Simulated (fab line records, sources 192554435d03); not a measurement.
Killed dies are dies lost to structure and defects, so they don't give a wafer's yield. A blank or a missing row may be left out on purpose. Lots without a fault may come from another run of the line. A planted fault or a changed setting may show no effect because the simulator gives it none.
Chamber matching | flow n5_finfet | N5_FIN_CUT_CUT_ETCH_28 on rie_si-04: 4 sister chambers
The step etches Si in HBr/Cl2/O2, target depth 6 nm, time 2.4 s. 4 wafers are shown with their chamber, then 7 later ones without.

WAFERS WITH THEIR CHAMBER
wafer  | chamber | oes_product_au (a.u.)
L897.4 | 2       | 1.003
L913.3 | 0       | 1.011
L916.3 | 1       | 1.004
L916.4 | 3       | 1.000

WAFERS WITHOUT THEIR CHAMBER
wafer  | oes_product_au (a.u.)
L916.5 | 1.005
L917.2 | 1.004
L917.3 | 0.997
L917.5 | 1.010
L918.2 | 1.000
L918.4 | 1.005
L918.6 | 1.004

WHICH CHAMBER EACH WENT THROUGH
wafer  | from the rows above     | in truth
L916.5 | can't be placed: 1 or 2 | 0
L917.2 | can't be placed: 1 or 2 | 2
L917.3 | 3                       | 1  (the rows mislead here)
L917.5 | 0                       | 0
L918.2 | 3                       | 3
L918.4 | can't be placed: 1 or 2 | 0
L918.6 | can't be placed: 1 or 2 | 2
Placed correctly: 2 of 7. Can't be placed from these rows: 4 (the true chamber is among the candidates in 2). Placed wrongly: 1.
How it was worked out, from the rows above alone: a wafer's distance from a chamber is the root of the sum, over the readings, of the square of ((its reading less the chamber's mean) divided by the reading's scatter). The wafer belongs to the nearest chamber; if the next one is less than 2 further off, it can't be placed. A chamber's mean is the mean of its shown wafers. The scatter: with one shown wafer a chamber, the root of the mean of the squares of how far each hidden wafer lies from its nearest shown one.
